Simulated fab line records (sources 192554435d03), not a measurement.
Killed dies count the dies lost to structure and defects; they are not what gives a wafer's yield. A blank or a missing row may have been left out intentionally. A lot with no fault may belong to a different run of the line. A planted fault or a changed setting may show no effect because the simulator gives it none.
One fault through the eyes of 2 desks	flow n5 finfet	numbers are kept per desk, each desk with only its own; the story behind them comes last

## FROM THE METROLOGY DESK
What the gauges read for every lot (on any tool): the sampled wafers with a number, averaged. The brackets show how far a lot's mean lies from the usual mean; more than 4 standard deviations puts the lot out of limits, marked OUT. Readings shown: 7 of its 10, picked as those furthest out on some lot.
Columns: A = DIBL_P at N5_BEOL_M4_RC_MEAS_101, usual 36.2 mV/V; B = IOFF_N at N5_BEOL_M4_RC_MEAS_101, usual 0.157 nA/um; C = IOFF_P at N5_BEOL_M4_RC_MEAS_101, usual 0.206 nA/um; D = ION_N at N5_BEOL_M4_RC_MEAS_101, usual 673 uA/um; E = ION_P at N5_BEOL_M4_RC_MEAS_101, usual 461 uA/um; F = SS_N at N5_BEOL_M4_RC_MEAS_101, usual 71.5 mV/dec; G = VT_P at N5_BEOL_M4_RC_MEAS_101, usual -250.6 mV
lot	first seen here	A	B	C	D	E	F	G
L774	day 8 05:05	35.6	0.173	0.198	684	463	71.6	-252.2
L772	day 8 05:33	35.3	0.145	0.190	674	463	70.7	-251.6
L778	day 9 13:46	37.2	0.188	0.246	678	465	71.8	-247.1
L787	day 11 15:38	36.2	0.150	0.208	663	458	71.3	-250.4
L789	day 12 07:06	37.7	0.170	0.243	683	472	72.3	-245.9
L790	day 12 17:07	34.9	0.133	0.166	664	453	71.4	-255.3
L791	day 12 23:17	35.7	0.150	0.212	676	468	71.4	-247.9
L792	day 13 01:10	34.6	0.143	0.208	675	468	71.2	-247.3
L794	day 13 18:34	39.3	0.193	0.216	690	464	71.8	-248.7
This desk's finding: nothing out of limits on any of the 9 lots.

## AT THE TOOL OWNER'S DESK: rie diel-03
The tool's own readings at N5_GATE_CUT_ETCH_19 (etches SiNx in CH3F/O2, target depth 53.7 nm, time 76.7 s): means of the sampled wafers that have a number, for each lot that ran on this tool. The brackets show how far a lot's mean lies from the usual mean; more than 4 standard deviations puts the lot out of limits, marked OUT.
Columns: A = drypump motor current A at N5_GATE_CUT_ETCH_19, usual 5.6 A; B = etch rf on time s at N5_GATE_CUT_ETCH_19, usual 76.7 s; C = mfc ar sccm at N5_GATE_CUT_ETCH_19, usual 150.0 sccm; D = oes product au at N5_GATE_CUT_ETCH_19, usual 0.66 a.u.; E = rf vpp V at N5_GATE_CUT_ETCH_19, usual 296.5 V; F = showerhead plenum p Torr at N5_GATE_CUT_ETCH_19, usual 2.00 Torr; G = throttle valve pct at N5_GATE_CUT_ETCH_19, usual 16.31 %
lot	first seen here	A	B	C	D	E	F	G
L774	day 5 07:16	5.3	77.5	150.4	0.63	299.3	2.07	16.24
L778	day 6 05:02	5.3	65.8 (-11) OUT	149.9	0.72	297.2	2.08	16.23
L789	day 9 00:41	5.1	77.4	150.2	0.64	295.7	2.00	16.22
L790	day 9 04:46	5.3	77.2	150.3	0.63	296.7	1.99	16.24
L791	day 9 18:02	5.2	77.5	150.1	0.62	296.8	1.99	16.25
L792	day 9 23:23	5.2	77.0	150.1	0.62	297.6	1.99	16.25
This desk's finding: out of limits on L778; first on L778, day 6 05:02 (etch rf on time s at N5_GATE_CUT_ETCH_19). L774, L789, L790, L791, L792 stayed within limits.

## BROUGHT TOGETHER
The tool owner's desk could have raised an alarm at day 6 05:02, on L778.
From the metrology desk's view, nothing was out of limits.
The metrology desk holds a record of L778, inside its limits.
Of the lots named, all ran N5_GATE_CUT_ETCH_19 on rie diel-03.

## WHAT THE SIMULATOR HAD INSERTED
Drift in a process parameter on rie diel-03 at N5_GATE_CUT_ETCH_19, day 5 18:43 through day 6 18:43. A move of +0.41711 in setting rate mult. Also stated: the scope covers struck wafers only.
Lots struck among those shown: L778.
How many hours passed from the start of the fault until each desk's first out-of-limits reading: the tool owner's desk, 10.
